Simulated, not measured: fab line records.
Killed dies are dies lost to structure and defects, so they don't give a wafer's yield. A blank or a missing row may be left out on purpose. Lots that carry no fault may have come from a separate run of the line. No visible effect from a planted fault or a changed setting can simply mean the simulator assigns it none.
Comparing a struck lot with a sound one    flow n5_finfet    24 out of 1938 route steps
Sound: wafers L222.1, L222.2, L222.4. Wafers L219.3, L219.4, L219.6 were the ones struck. The cause comes at the end.
For every step that has rows: the tool of each side, followed by ch and its chambers, followed by its first start. Under that, the readings that differ: sound wafers    struck wafers    difference of the means    sigmas: that difference in standard deviations of wafers without a fault.
alike: readings with means less than 2 such deviations apart, plus words and numbers identical on both sides. not compared: withheld readings, readings lacking a value on some wafer, bounds such as >300 that could conceal the same value, and numbers that have no deviation in the record and whose values overlap.
Wherever a step has rows on one side only, a row that says differs or no value, or a row with sigmas, the two part there. Numbers that don't overlap but have no deviation are shown without sigmas and don't part them. A reading that every wafer of one side lacks parts them only if that side has two wafers or more.

first, 8 steps without rows for these wafers: N5_BEOL_M10_ANNEAL_51 (time 90 s); N5_BEOL_M10_CMP_52 (polishes, stops on SiCOH lowk, t overpolish 7 s, target thk 140 nm); N5_BEOL_M10_PRE_CLEAN_55 (time 15 s); N5_BEOL_M10_DEP_56 (deposits SiCN from 3MS/NH3, target thk 15 nm, time 26.5 s); N5_BEOL_M11_ILD_DEP_00 (deposits SiCOH lowk from DEMS/porogen, target thk 308.51 nm, time 58 s); N5_BEOL_M11_CURE_71 (cures SiCOH lowk, time 240 s); N5_BEOL_M11_PECVD_70 (deposits SiO2 from TEOS/O2, target thk 20 nm, time 22.7 s); N5_BEOL_M11_HM_DEP_02 (deposits TiN, target thk 20 nm).
N5_BEOL_M11_COAT_59: time 60 s, resist thk 100 nm.
  sound on litho_track-02 ch 0, day 16 09:44; struck on litho_track-04 ch 0, day 15 06:08
reading                                    sound                 struck                difference  sigmas
spin_speed_rpm (rpm)                       1498.6 1499.5 1497.9  1923.4 1923.2 1923.3  +424.6      +99 or more
model.SOC_of_BEOL_M11_COAT_59.thk_nm (nm)  100.8 100.8 100.8     88 88 87.8            -13         
then, 9 steps without rows for these wafers: N5_BEOL_M11_COAT_60 (time 60 s, resist thk 30 nm); N5_BEOL_M11_COAT_05 (resist thk 90 nm); N5_BEOL_M11_EBR_07; N5_BEOL_M11_SOFTBAKE_06 (time 60 s); N5_BEOL_M11_EXPOSE_08 (exposes mask M11); N5_BEOL_M11_PEB_09 (peb time 60 s); N5_BEOL_M11_DEVELOP_10 (develop time 30 s); N5_BEOL_M11_DESCUM_16 (chemistry O2, time 7.9 s); N5_BEOL_M11_ETCH_61 (etches SiARC in CF4, target depth 39 nm, time 65 s).
N5_BEOL_M11_ETCH_62: etches SOC in N2/H2, target depth 110 nm, overetch 22 nm, time 165 s.
  sound on rie_diel-02 ch 0,1,3, day 16 10:17; struck on rie_diel-04 ch 0,1,2, day 15 06:41
reading                   sound              struck          difference  sigmas
oes_product_au (a.u.)     0.72 0.79 0.77     0.57 0.56 0.64  -0.17       -3
model.etch.depth_nm (nm)  100.9 100.8 100.7  88.05 88 87.82  -12.84      
  alike: drypump_motor_current_A, n2_flow_sccm, rf_fwd_power_W, rf_vpp_V, showerhead_plenum_p_Torr, throttle_valve_pct
  not compared: rf_hours_counter_h
then, 2 steps without rows for these wafers: N5_BEOL_M11_STRIP_68 (strips in N2/H2); N5_BEOL_M11_STRIP_67 (strips in CF4).
N5_BEOL_M11_HM_OPEN_17: chemistry Cl2/BCl3, target TiN, target depth 20 nm, overetch 6 nm.
  sound on rie_metal-03 ch 0,1, day 16 10:28; struck on rie_metal-03 ch 0,1, day 15 06:54
reading                                    sound         struck      difference  sigmas
model.SOC_of_BEOL_M11_COAT_59.thk_nm (nm)  93.2 93 92.8  80.2 80 80  -12.9       
  alike: drypump_motor_current_A, mfc_ar_sccm, oes_product_au, rf_fwd_power_W, throttle_valve_pct
  not compared: rf_hours_counter_h
then, 2 steps without rows for these wafers: N5_BEOL_M11_STRIP_19 (strips in O2); N5_PASSIVATION_PROBE_49.

## WHERE THEY PART
Last at N5_BEOL_M11_ETCH_62 as far as this record goes, first at N5_BEOL_M11_COAT_59. Later steps at which nothing parts them and some readings are alike: N5_BEOL_M11_HM_OPEN_17.

WHY: whatever the simulator had introduced
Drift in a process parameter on litho_track-04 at N5_BEOL_M11_COAT_59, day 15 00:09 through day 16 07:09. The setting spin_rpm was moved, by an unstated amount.
